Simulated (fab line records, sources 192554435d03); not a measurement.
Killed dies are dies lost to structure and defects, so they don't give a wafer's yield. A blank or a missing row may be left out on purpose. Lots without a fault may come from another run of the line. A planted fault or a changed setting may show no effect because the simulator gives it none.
A struck lot beside a sound one | flow n5_finfet | 17 steps out of a route of 1938
Sound: wafers L459.2, L459.3, L459.5. Struck: wafers L467.2, L467.6. (L467.4 of the same lot was not struck and is left out.) The cause comes at the end.
At each step with rows: each side's tool, then ch and its chambers, then its first start. Under that, the readings that differ: sound wafers | struck wafers | difference of the means | sigmas: that difference in standard deviations of wafers without a fault.
alike: readings whose means differ by less than 2 such deviations, and words and numbers that are the same on both sides. not compared: withheld readings, readings that some wafer has no value for, bounds like >300 that may hide the same value, and numbers for which the record gives no deviation and whose values overlap.
The two part at a step that has a row with sigmas, a row that says differs or no value, or rows on one side only. Numbers that don't overlap but have no deviation are shown without sigmas and don't part them. A reading that every wafer of one side lacks parts them only if that side has two wafers or more.

first, 4 steps without rows for these wafers: N5_BEOL_M7_HM_STRIP_39 (strips TiN in peroxide tin strip, target depth 25 nm, time 158 s); N5_BEOL_M7_SRD_40 (time 30 s); N5_BEOL_M7_PRECLEAN_42 (cleans in residue remover, time 60 s); N5_BEOL_M7_SRD_43 (time 30 s).
N5_BEOL_M7_CD_MEAS_35: target cd 40 nm.
  sound on cd_sem-03, day 9 23:16; struck on cd_sem-01, day 11 19:01
  alike: cd_nm
N5_BEOL_M7_CURE_75: cures SiCOH lowk, time 120 s.
  sound on uv_cure-02 ch 0, day 9 23:21; struck on uv_cure-01 ch 2, day 11 19:07
  alike: lamp_power_pct, wafer_temp_C_max
N5_BEOL_M7_DEGAS_44: time 60 s.
  sound on pvd_sputter-01, day 10 00:01; struck on pvd_sputter-01, day 11 19:33
  alike: heater_power_w, susceptor_temp_C
then, 1 step without rows for these wafers: N5_BEOL_M7_PRE_CLEAN_45 (time 30 s).
N5_BEOL_M7_ALD_77: deposits TaN, target thk 2 nm, pulse time 2 s, purge time 3 s.
  sound on ald_metal-02 ch 0,2,3, day 10 00:07; struck on ald_metal-02 ch 0,2, day 11 19:53
  alike: heater_power_w, susceptor_temp_C
N5_BEOL_M7_SURFACE_TREAT_79:
  sound on pvd_sputter-01, day 10 00:29; struck on pvd_sputter-01, day 11 20:14
  not compared: throttle_valve_pct
then, 1 step without rows for these wafers: N5_BEOL_M7_CVD_78 (deposits Co from CCTBA/H2, target thk 2 nm, time 142.3 s).
N5_BEOL_M7_SPUTTER_48: material Cu, target thk 10 nm, time 1.667 s.
  sound on pvd_sputter-03, day 10 01:55; struck on pvd_sputter-01, day 11 20:28
  alike: susceptor_temp_C, throttle_valve_pct
N5_BEOL_M7_ECD_50: material Cu, target thk 300 nm.
  sound on ecd_cu-02 ch 0,1, day 10 02:02; struck on ecd_cu-02 ch 0, day 11 20:35
  reading                                | sound         | struck      | difference | sigmas
  model.Cu_of_BEOL_M7_ECD_50.thk_nm (nm) | 303 300.8 306 | 110.6 108.2 | -193.9     |
then, 1 step without rows for these wafers: N5_BEOL_M7_ANNEAL_51 (time 90 s).
N5_BEOL_M7_CMP_52: polishes, stops on SiCOH lowk, t overpolish 6.9 s, target thk 80 nm.
  sound on cmp-04 ch 0,2,3, day 10 02:31; struck on cmp-02 ch 2, day 11 20:59
  reading                | sound          | struck    | difference | sigmas
  motor_current_A (A)    | 5.8 6.1 5.6    | 4.9 5.0   | -0.9       | -2
  time_to_endpoint_s (s) | 60.3 64.6 65.1 | 24.0 27.7 | -37.5      | -13
  alike: clearing_platen_down_force_psi, slurry_flow_ml_min
  not compared: pad_life_wafers
N5_BEOL_M7_THK_MEAS_53: measures by xrf.
  sound on film_metro-02, day 10 02:44; struck on film_metro-02, day 11 21:17
  alike: M7_THK
-- the record jumps here: 3 days lie between the struck wafers' starts before and after (it left off in module BEOL_M7 and takes up again in module PASSIVATION, whose first step shown is number 1936 of the route) --
N5_PASSIVATION_PROBE_49:
  sound on prober-02, day 13 01:13; struck on prober-02, day 15 00:53
  alike: defect_limited_yield, killed_at_M0_to_M3, killed_at_M4_up, killed_at_contacts, killed_at_front_end, killed_at_other, killed_dies, killed_on_rim, killed_open, killed_short, sort_bin_5_function, sort_bin_6_memory, sort_n_pass, sort_yield_pct

WHERE THEY PART
Only at N5_BEOL_M7_CMP_52, within this record. Later steps at which nothing parts them and some readings are alike: N5_BEOL_M7_THK_MEAS_53, N5_PASSIVATION_PROBE_49.

WHY: what the simulator had put in
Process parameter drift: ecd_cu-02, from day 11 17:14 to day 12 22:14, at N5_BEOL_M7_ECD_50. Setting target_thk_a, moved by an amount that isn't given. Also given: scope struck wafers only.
